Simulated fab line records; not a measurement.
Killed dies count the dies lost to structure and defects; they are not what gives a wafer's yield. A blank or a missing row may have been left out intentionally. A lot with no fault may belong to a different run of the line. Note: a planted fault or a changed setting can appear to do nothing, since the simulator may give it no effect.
Which tool did it? -- flow nand-harc -- 33 wafers from 11 lots sampled at 3 of the route's 1159 steps

WHAT THE GAUGES READ, wafer by wafer
NHARC_P_GATE_CD_MEAS_26: target cd 120 nm.
lot,measured,on,cd-nm (nm)
L947,day 4 09:31,cd-sem-03,120.2 119.5 120.2
L949,day 5 11:29,cd-sem-02,119.4 118.7 120.2
L952,day 5 17:23,cd-sem-01,119.4 119.7 120.3
L954,day 6 09:01,cd-sem-01,118.4 118.5 118.6
L956,day 7 04:43,cd-sem-02,104.6 104.9 106.2 104.3 104.9 106.4
L962,day 8 19:50,cd-sem-01,104.7 105.6 105.8 104.8 105.3 105.8
L964,day 9 03:44,cd-sem-02,119.8 120.3 119.3
L966,day 9 10:41,cd-sem-03,119.9 119.2 118.7
L967,day 9 10:52,cd-sem-02,119.8 119.7 120.7
L969,day 10 04:12,cd-sem-03,120.2 119.6 119.1
L970,day 10 14:58,cd-sem-03,120.6 121.4 119.4

TOOL THAT RAN EACH LOT (tool first, then ch and the chambers of the sampled wafers, then the start)
lot,NHARC_P_STI_ETCH_15,NHARC_P_GATE_EXPOSE_23
L947,"rie-si-02 ch 2,3, day 2 07:51","arfi-scanner-02 ch 0, day 4 09:22"
L949,"rie-si-04 ch 0,2,3, day 3 03:02","arfi-scanner-02 ch 0, day 5 11:21"
L952,"rie-si-04 ch 0,2, day 3 14:07","arfi-scanner-03 ch 0, day 5 17:14"
L954,"rie-si-05 ch 0,3, day 4 06:02","arfi-scanner-01 ch 0, day 6 08:52"
L956,"rie-si-05 ch 0,1, day 4 20:32","arfi-scanner-02 ch 0, day 7 04:35"
L962,"rie-si-05 ch 0,1,2, day 6 10:46","arfi-scanner-02 ch 0, day 8 19:42"
L964,"rie-si-02 ch 2,3, day 6 17:17","arfi-scanner-03 ch 0, day 9 03:36"
L966,"rie-si-04 ch 0,1,3, day 7 05:28","arfi-scanner-01 ch 0, day 9 10:32"
L967,"rie-si-02 ch 0,1,2, day 7 11:31","arfi-scanner-03 ch 0, day 9 10:43"
L969,"rie-si-04 ch 0,1,2, day 8 01:36","arfi-scanner-01 ch 0, day 10 04:04"
L970,"rie-si-04 ch 0,1,2, day 8 09:38","arfi-scanner-01 ch 0, day 10 14:49"
- NHARC_P_STI_ETCH_15: etches the open film in HBr/Cl2, target depth 300 nm, time 100.1 s.
- NHARC_P_GATE_EXPOSE_23: exposes mask P GATE, target cd 120 nm.

THE ANSWER, worked out from the rows above alone
Rule: the lots themselves supply what counts as usual. The widest of any qualifying gaps counts: lots, ordered by their means at a reading, are off when they make up no more than a third of the lots, leave a main group of 4 or more, and stand apart from it by 3 or more times the standard deviation of that group's means. A main group is skipped when, at the precision printed for the reading in the tables above, its means are all equal. Also off: a lot with no number at a reading for which 4 or more lots have one. The other lots that the step has rows for count as sound.
Off at NHARC_P_GATE_CD_MEAS_26 (cd-nm): L956, L962. The main group has a mean of 119.7 nm with a standard deviation of 0.53.
If a tool, at a process step before that reading, ran all the lots that are off and no sound lot after the first of them, it fits. Gauges at NHARC_P_GATE_CD_MEAS_26: tried the same way as those tools. This does not decide it: 2 tools fit, namely rie-si-05 at NHARC_P_STI_ETCH_15 and arfi-scanner-02 at NHARC_P_GATE_EXPOSE_23.

WHAT THE SIMULATOR HAD INSERTED
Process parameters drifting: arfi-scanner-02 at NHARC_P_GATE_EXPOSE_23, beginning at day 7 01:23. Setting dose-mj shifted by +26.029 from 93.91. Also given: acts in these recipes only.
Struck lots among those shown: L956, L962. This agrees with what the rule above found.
